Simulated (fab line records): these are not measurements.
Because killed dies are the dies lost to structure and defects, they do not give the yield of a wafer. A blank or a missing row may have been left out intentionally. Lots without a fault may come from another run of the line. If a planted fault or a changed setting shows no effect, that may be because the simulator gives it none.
8D (eight disciplines) problem report, filled in by code || flow n5Finfet || the parts of the form that need people (team, actions taken, sign-off) are left out

== 1. THE PROBLEM ==
At N5_BEOL_M13_COAT_66, spinSpeedRpm averages 1578.6 rpm over 6 wafers from 2 lots, while fault-free wafers read 1500.1 rpm, standard deviation 0.84. Measured from the usual mean, that is +93 standard deviations.
The step: time 60 s, resist thk 110 nm.
First seen on wafer L769.1, day 13 18:29, on lithoTrack-02. The record holds 33 wafers of 11 lots with a number at this step. Rule for "out" (also "out of limits"): further than 4 standard deviations from the usual mean. All remaining wafers that have a number are taken as sound.

== 2. WHAT IT IS, WHAT IT ISN'T ==
{"question": "which readings at this step", "is": "spinSpeedRpm", "is not": "exhaustPa"}
{"question": "which lots", "is": "L769, L770", "is not": "L758, L759, L763, L764, L771, L772, L773, L778, L779"}
{"question": "which wafers of those lots", "is": "all that have a number", "is not": "-"}
{"question": "read on which tools", "is": "lithoTrack-02", "is not": "lithoTrack-03, lithoTrack-05"}
{"question": "when", "is": "from day 13 18:29", "is not": "up to then (12 sound wafers); but 15 sound wafers of L771, L772, L773, L778, L779 came after"}

== 3. THE SUSPECTS, EACH WITH WHAT RULES IT OUT ==
Counting: any tool at a process step up to the reading is kept as a suspect provided that every lot that is out went through it and no sound lot did after the first of them.
- plasmaAsher-02 at N5_BEOL_M13_STRIP_64 (strips in N2/H2): ruled out as a lasting fault. Sound lots L771, L778, L779 ran on it after its first lot that is out, L769 (day 13 18:19).
- lithoTrack-02 at N5_BEOL_M13_COAT_66 (time 60 s, resist thk 110 nm): kept. All lots that are out passed through it, beginning with L769 at day 13 18:29, and no sound lot followed; its final sound lot before that point was L763 at day 12 04:45. On those wafers its own readings are out: spinSpeedRpm.
The count leaves lithoTrack-02 at N5_BEOL_M13_COAT_66.

== 4. THE CAUSE (what the simulator had put in) ==
Drift in process parameters on lithoTrack-02 at N5_BEOL_M13_COAT_66, starting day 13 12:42. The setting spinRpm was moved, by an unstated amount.
The count eliminated every tool but this one.

== 5. THE CHAIN OF EFFECTS, in route order ==
Each row: a reading where the mean over the struck wafers with a number is more than 3 standard deviations away from the usual. Only readings whose record carries a usual standard deviation are examined. hours: median over the lots of the time between each lot's start at the first step of this table that gives one and its start at this step. sigmas: the change, counted in usual standard deviations.
{"hours": 0, "step": "N5_BEOL_M13_COAT_66", "reading": "spinSpeedRpm", "usual": "1500.1 rpm", "on struck wafers": 1578.6, "change": "+78.5", "sigmas": "+93"}
Here are the process steps it includes:
- N5_BEOL_M13_COAT_66: time 60 s, resist thk 110 nm.

== 6. HOW IT WOULD HAVE BEEN CAUGHT EARLIER ==
6 hours passed between the start of the fault at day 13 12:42 and the first reading out of limits in this record, taken at day 13 18:29.
